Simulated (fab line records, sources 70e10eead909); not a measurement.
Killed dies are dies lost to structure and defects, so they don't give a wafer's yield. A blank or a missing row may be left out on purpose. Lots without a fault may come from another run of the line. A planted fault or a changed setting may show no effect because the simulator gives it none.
Which tool did it? | flow nand_harc | 12 lots, 36 wafers sampled, at 6 steps of a route of 1159

WHAT THE GAUGES READ, wafer by wafer
NHARC_P_GATE_CD_MEAS_46: target cd 720 nm. Usual: cd_nm 720.6 nm, standard deviation 1.5.
lot  | measured     | on        | cd_nm (nm)        | flag
L817 | day 5 15:40  | cd_sem-02 | 722.6 720.0 719.9 |
L818 | day 5 15:58  | cd_sem-01 | 717.2 719.2 717.9 |
L819 | day 6 06:54  | cd_sem-02 | 720.3 720.0 719.4 |
L820 | day 6 07:23  | cd_sem-01 | 720.1 720.0 720.6 |
L822 | day 6 13:11  | cd_sem-02 | 721.7 721.9 722.4 |
L823 | day 7 02:14  | cd_sem-01 | 722.2 721.7 721.2 |
L824 | day 7 09:51  | cd_sem-01 | 718.3 721.2 721.5 |
L826 | day 7 21:34  | cd_sem-01 | 719.0 718.8 718.3 |
L827 | day 7 23:08  | cd_sem-03 | 720.0 720.8 720.7 |
L831 | day 9 00:16  | cd_sem-01 | - - -             | OFF
L838 | day 10 13:20 | cd_sem-02 | 719.8 722.5 721.9 |
L839 | day 11 06:24 | cd_sem-01 | 720.1 720.1 720.9 |

NHARC_END_SORT_01. Usual: killed_at_array 29, standard deviation 11; killed_at_other 0.7, standard deviation 1.1; killed_at_periphery 3.1, standard deviation 2; killed_dies 33, standard deviation 11; killed_open 3.5, standard deviation 1.8; killed_short 2.0, standard deviation 1.4.
lot  | measured     | on        | killed_at_array | killed_at_other | killed_at_periphery | killed_dies | killed_open | killed_short | flag
L823 | day 21 20:29 | prober-02 | 20 21 24        | 0 0 0           | 6 3 4               | 26 24 28    | 2 1 2       | 1 1 1        |
L827 | day 22 04:19 | prober-02 | 33 27 31        | 0 0 0           | 2 4 2               | 35 31 33    | 3 6 3       | 4 2 2        |
L831 | day 23 12:23 | prober-01 | 34 32 23        | 0 0 0           | 643 645 654         | 677 677 677 | 2 5 4       | 3 3 1        | OFF
L838 | day 24 18:05 | prober-01 | 15 23 23        | 0 0 0           | 4 4 1               | 19 27 24    | 2 2 0       | 2 3 5        |

WHICH TOOL RAN EACH LOT (tool, then ch and the chambers of the sampled wafers, then the start)
lot  | NHARC_P_GATE_ETCHBACK_37                      | NHARC_P_GATE_EXPOSE_43            | NHARC_P_GATE_STRIP_75                | NHARC_P_GATE_STRIP_112
L817 | rie_diel-05 ch 1,2,3, day 5 15:31 or earlier  | krf_scanner-03 ch 0, day 5 15:31  | plasma_asher-01 ch 0,1, day 5 16:31  | plasma_asher-01 ch 0,1, day 5 18:04
L818 | rie_diel-07 ch 1,2,3, day 5 15:49 or earlier  | krf_scanner-02 ch 0, day 5 15:49  | plasma_asher-02 ch 0, day 5 17:22    | plasma_asher-02 ch 0,1, day 5 18:50
L819 | rie_diel-07 ch 0,3, day 6 06:44 or earlier    | krf_scanner-03 ch 0, day 6 06:44  | plasma_asher-01 ch 0,1, day 6 07:44  | plasma_asher-01 ch 0,1, day 6 09:07
L820 | rie_diel-11 ch 1,3, day 6 07:14 or earlier    | krf_scanner-03 ch 0, day 6 07:14  | plasma_asher-02 ch 0,1, day 6 08:13  | plasma_asher-01 ch 0,1, day 6 09:38
L822 | rie_diel-05 ch 0,2, day 6 13:01 or earlier    | krf_scanner-02 ch 0, day 6 13:01  | plasma_asher-01 ch 0,1, day 6 14:02  | plasma_asher-02 ch 0,1, day 6 15:31
L823 | rie_diel-11 ch 0,2,3, day 7 02:05 or earlier  | krf_scanner-04 ch 0, day 7 02:05  | plasma_asher-02 ch 0,1, day 7 03:05  | plasma_asher-02 ch 0,1, day 7 04:32
L824 | rie_diel-07 ch 0,1,3, day 7 09:42 or earlier  | krf_scanner-03 ch 0, day 7 09:42  | plasma_asher-02 ch 0,1, day 7 10:46  | plasma_asher-02 ch 0,1, day 7 12:18
L826 | rie_diel-07 ch 0,2, day 7 21:25 or earlier    | krf_scanner-04 ch 0, day 7 21:25  | plasma_asher-02 ch 0,1, day 7 22:28  | plasma_asher-01 ch 0,1, day 8 00:07
L827 | rie_diel-07 ch 0,2,3, day 7 22:58 or earlier  | krf_scanner-03 ch 0, day 7 22:58  | plasma_asher-01 ch 0,1, day 8 00:01  | plasma_asher-01 ch 0,1, day 8 01:48
L831 | rie_diel-07 ch 1,2, day 9 00:07 or earlier    | krf_scanner-02 ch 0, day 9 00:07  | plasma_asher-01 ch 0,1, day 9 01:14  | plasma_asher-02 ch 0,1, day 9 02:50
L838 | rie_diel-07 ch 0,3, day 10 13:11 or earlier   | krf_scanner-02 ch 0, day 10 13:11 | plasma_asher-02 ch 0,1, day 10 14:11 | plasma_asher-01 ch 0,1, day 10 18:28
L839 | rie_diel-11 ch 1,2,3, day 11 06:14 or earlier | krf_scanner-03 ch 0, day 11 06:14 | plasma_asher-01 ch 0,1, day 11 07:23 | plasma_asher-02 ch 0,1, day 11 08:53
- NHARC_P_GATE_ETCHBACK_37: etches the open film in CHF3/O2, target depth 34.5 nm, time 17.2 s.
- NHARC_P_GATE_EXPOSE_43: exposes mask P NSD, target cd 720 nm.
- NHARC_P_GATE_STRIP_75: strips in O2.
- NHARC_P_GATE_STRIP_112: strips in N2/H2, time 200 s.

WHAT THE TOOLS THEMSELVES READ (means of the sampled wafers that have a number; where no wafer has one, the mark that the record gives instead)
NHARC_P_GATE_ETCHBACK_37. Usual: bias_w 200.0 W, standard deviation 0.59; chf3_flow_sccm 50.00 sccm, standard deviation 0.15; drypump_motor_current_A 5.8 A, standard deviation 0.51; mfc_ar_sccm 200.1 sccm, standard deviation 0.61; oes_product_au 0.94 a.u., standard deviation 0.031; rf_vpp_V 371.6 V, standard deviation 2.1; showerhead_plenum_p_Torr 2.45 Torr, standard deviation 0.089; throttle_valve_pct 20.573 %, standard deviation 0.009.
lot  | tool        | bias_w (W) | chf3_flow_sccm (sccm) | drypump_motor_current_A (A) | mfc_ar_sccm (sccm) | oes_product_au (a.u.) | rf_vpp_V (V) | showerhead_plenum_p_Torr (Torr) | throttle_valve_pct (%) | flag
L817 | rie_diel-05 | 200.5      | 49.89                 | 5.6                         | 199.7              | 0.93                  | 372.1        | 2.49                            | 20.574                 |
L818 | rie_diel-07 | 200.2      | 49.90                 | 5.9                         | 200.5              | 1.00                  | 373.5        | 2.53                            | 20.572                 |
L819 | rie_diel-07 | 200.1      | 50.03                 | 5.3                         | 199.3              | 0.92                  | 372.0        | 2.51                            | 20.576                 |
L820 | rie_diel-11 | 200.0      | 49.99                 | 5.5                         | 200.2              | 0.93                  | 370.8        | 2.44                            | 20.574                 |
L822 | rie_diel-05 | 200.1      | 49.97                 | 5.5                         | 200.3              | 0.93                  | 370.1        | 2.41                            | 20.567                 |
L823 | rie_diel-11 | 199.6      | 50.16                 | 5.8                         | 200.0              | 0.93                  | 370.3        | 2.38                            | 20.568                 |
L824 | rie_diel-07 | 200.0      | 50.13                 | 5.7                         | 200.5              | 0.94                  | 372.0        | 2.48                            | 20.585                 |
L826 | rie_diel-07 | 200.2      | 50.10                 | 6.5                         | 199.5              | 0.93                  | 372.5        | 2.48                            | 20.574                 |
L827 | rie_diel-07 | 199.6      | 49.95                 | 5.9                         | 200.3              | 0.92                  | 372.8        | 2.49                            | 20.567                 |
L831 | rie_diel-07 | 200.5      | 50.05                 | 6.6                         | 200.2              | 0.93                  | 373.1        | 2.50                            | 20.574                 |
L838 | rie_diel-07 | 200.2      | 49.94                 | 5.3                         | 200.5              | 0.91                  | 373.8        | 2.50                            | 20.577                 |
L839 | rie_diel-11 | 200.1      | 50.01                 | 5.6                         | 200.0              | 0.95                  | 369.2        | 2.36                            | 20.569                 |

NHARC_P_GATE_STRIP_75. Usual: drypump_motor_current_A 5.72 A, standard deviation 0.28; heater_power_w 332 W, standard deviation 33.
lot  | tool            | drypump_motor_current_A (A) | heater_power_w (W) | flag
L817 | plasma_asher-01 | 5.52                        | 314                |
L818 | plasma_asher-02 | 5.63                        | 397                |
L819 | plasma_asher-01 | 5.52                        | 316                |
L820 | plasma_asher-02 | 6.03                        | 340                |
L822 | plasma_asher-01 | 5.60                        | 314                |
L823 | plasma_asher-02 | 6.01                        | 335                |
L824 | plasma_asher-02 | 6.03                        | 344                |
L826 | plasma_asher-02 | 5.83                        | 369                |
L827 | plasma_asher-01 | 5.54                        | 316                |
L831 | plasma_asher-01 | 5.51                        | 314                |
L838 | plasma_asher-02 | 6.02                        | 339                |
L839 | plasma_asher-01 | 5.54                        | 315                |

NHARC_P_GATE_STRIP_112. Usual: drypump_motor_current_A 5.74 A, standard deviation 0.3; heater_power_w 90 W, standard deviation 9.6.
lot  | tool            | drypump_motor_current_A (A) | heater_power_w (W) | flag
L817 | plasma_asher-01 | 5.52                        | 84                 |
L818 | plasma_asher-02 | 5.82                        | 98                 |
L819 | plasma_asher-01 | 5.62                        | 85                 |
L820 | plasma_asher-01 | 5.52                        | 84                 |
L822 | plasma_asher-02 | 5.82                        | 99                 |
L823 | plasma_asher-02 | 6.03                        | 93                 |
L824 | plasma_asher-02 | 5.84                        | 98                 |
L826 | plasma_asher-01 | 5.52                        | 84                 |
L827 | plasma_asher-01 | 5.63                        | 85                 |
L831 | plasma_asher-02 | 5.83                        | 98                 |
L838 | plasma_asher-01 | 5.52                        | 85                 |
L839 | plasma_asher-02 | 5.82                        | 97                 |

THE ANSWER, worked out from the rows above alone
Rule: a lot is off if the mean of its wafers that have a number lies more than 3 standard deviations from the usual mean. A lot without any number at a reading at which 4 lots or more have one is off too. The other lots that the step has rows for count as sound. The gauges are gone through in route order, then the tools' own readings, and for those a lot's mean is taken as printed above. The first step at which some lot is off is used, and at that step the reading that is off furthest; a lot without a number counts as furthest.
Off: L831, at NHARC_P_GATE_CD_MEAS_46 (cd_nm). Without a number there: L831.
A tool fits if, at a process step before that reading, it ran every lot that is off, and no sound lot after the first of them. The gauges at NHARC_P_GATE_CD_MEAS_46 aren't tried: what is off there is off at NHARC_END_SORT_01 too, on other tools, and a gauge's error can't cause that. NHARC_P_GATE_ETCHBACK_37 gives no start for some lots, so the hours and the order of its lots are those of NHARC_P_GATE_EXPOSE_43. None of those tried fits.

WHAT THE SIMULATOR HAD PUT IN
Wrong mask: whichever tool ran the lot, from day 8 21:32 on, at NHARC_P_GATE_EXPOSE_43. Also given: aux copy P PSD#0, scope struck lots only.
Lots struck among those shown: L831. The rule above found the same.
